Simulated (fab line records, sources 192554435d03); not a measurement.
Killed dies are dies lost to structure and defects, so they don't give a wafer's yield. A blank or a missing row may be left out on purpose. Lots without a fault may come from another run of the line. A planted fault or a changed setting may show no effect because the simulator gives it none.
One fault seen from 3 desks | flow n5_finfet | each desk has only its own numbers; what lay behind them comes last

THE DEFECT DESK
What the inspections along the route counted, lot by lot: means of the sampled wafers that have a number. A lot is out of limits, marked OUT, if its mean lies more than 4 standard deviations from the usual mean; the brackets give that distance.
Columns: A = raw_defect_count at N5_BEOL_M4_INSPECT_59, usual 72
lot  | first seen here | A
L670 | day 8 20:38     | 62
L672 | day 9 14:38     | 58
L675 | day 10 03:06    | 60
L678 | day 10 17:20    | 41
L680 | day 11 11:52    | 54
L689 | day 13 18:37    | 5110 (+99 or more) OUT
L691 | day 13 20:19    | 117
L690 | day 13 20:50    | 5050 (+99 or more) OUT
L692 | day 14 06:40    | 70
This desk's finding: out of limits on L689, L690; first on L689, day 13 18:37 (raw_defect_count at N5_BEOL_M4_INSPECT_59). In limits: L670, L672, L675, L678, L680, L691, L692.

THE METROLOGY DESK
What the gauges read, lot by lot, whatever tool the lot ran on: means of the sampled wafers that have a number. A lot is out of limits, marked OUT, if its mean lies more than 4 standard deviations from the usual mean; the brackets give that distance. Of its 12 readings 7 are shown: the one that was out of limits first, and those that lie furthest out on some lot.
Columns: A = M4_THK at N5_BEOL_M4_THK_MEAS_53, usual 39.0 nm; B = M4_RS at N5_BEOL_M4_RS_MEAS_58, usual 0.69 ohm/sq; C = DIBL_N at N5_BEOL_M4_RC_MEAS_101, usual 36.0 mV/V; D = IOFF_P at N5_BEOL_M4_RC_MEAS_101, usual 0.21 nA/um; E = ION_N at N5_BEOL_M4_RC_MEAS_101, usual 671 uA/um; F = ION_P at N5_BEOL_M4_RC_MEAS_101, usual 461 uA/um; G = VT_P at N5_BEOL_M4_RC_MEAS_101, usual -250 mV
lot  | first seen here | A                       | B              | C    | D    | E   | F   | G
L670 | day 8 20:20     | 39.6                    | 0.67           | 33.9 | 0.18 | 655 | 449 | -253
L672 | day 9 14:20     | 39.3                    | 0.68           | 35.2 | 0.22 | 665 | 458 | -248
L675 | day 10 02:44    | 39.2                    | 0.69           | 35.3 | 0.19 | 667 | 461 | -252
L678 | day 10 17:03    | 40.7                    | 0.65           | 35.3 | 0.23 | 676 | 468 | -249
L680 | day 11 11:34    | 39.9                    | 0.67           | 35.1 | 0.18 | 667 | 453 | -254
L689 | day 13 18:20    | 299.6 (+99 or more) OUT | 0.06 (-15) OUT | -    | -    | -   | -   | -
L691 | day 13 20:02    | 37.8                    | 0.72           | 38.1 | 0.25 | 672 | 462 | -247
L690 | day 13 20:31    | 302.3 (+99 or more) OUT | 0.06 (-15) OUT | -    | -    | -   | -   | -
L692 | day 14 06:23    | 40.3                    | 0.67           | 35.5 | 0.18 | 680 | 465 | -256
This desk's finding: out of limits on L689, L690; first on L689, day 13 18:20 (M4_THK at N5_BEOL_M4_THK_MEAS_53). In limits: L670, L672, L675, L678, L680, L691, L692.

THE TOOL OWNER'S DESK: cmp-03
The tool's own readings at N5_BEOL_M4_CMP_52 (polishes, stops on SiOC, t overpolish 6.8 s, target thk 40 nm): means of the sampled wafers that have a number, for each lot that ran on this tool. A lot is out of limits, marked OUT, if its mean lies more than 4 standard deviations from the usual mean; the brackets give that distance.
Columns: A = barrier_field_endpoint_s at N5_BEOL_M4_CMP_52, usual 24.3 s; B = clearing_platen_down_force_psi at N5_BEOL_M4_CMP_52, usual 1.4999 psi; C = motor_current_A at N5_BEOL_M4_CMP_52, usual 5.9 A; D = overpolish_run_s at N5_BEOL_M4_CMP_52, usual 6.800 s; E = pad_life_wafers at N5_BEOL_M4_CMP_52, usual 777; F = platen_rpm at N5_BEOL_M4_CMP_52, usual 50.00 rpm; G = time_to_endpoint_s at N5_BEOL_M4_CMP_52, usual 61 s
lot  | first seen here | A    | B      | C   | D     | E    | F     | G
L670 | day 8 20:05     | 24.8 | 1.4989 | 6.5 | 6.803 | 428  | 49.99 | 64
L678 | day 10 16:46    | 23.9 | 1.5033 | 5.9 | 6.793 | 835  | 49.99 | 62
L680 | day 11 11:19    | 24.3 | 1.4974 | 6.3 | 6.796 | 1004 | 50.01 | 62
This desk's finding: nothing out of limits on any of the 3 lots.

PUT TOGETHER
The metrology desk could have raised an alarm at day 13 18:20, on L689, L690.
The defect desk could have raised an alarm at day 13 18:37, on L689, L690.
The tool owner's desk saw nothing out of limits.
The tool owner's desk has no number on record for L689, L690.
Of the lots named, all ran N5_BEOL_M4_CMP_52 on cmp-03.

WHAT THE SIMULATOR HAD PUT IN
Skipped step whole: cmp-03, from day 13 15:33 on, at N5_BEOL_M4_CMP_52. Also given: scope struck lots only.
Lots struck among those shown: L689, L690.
Hours from the fault's start to each desk's first reading out of limits: the metrology desk, 3; the defect desk, 3.
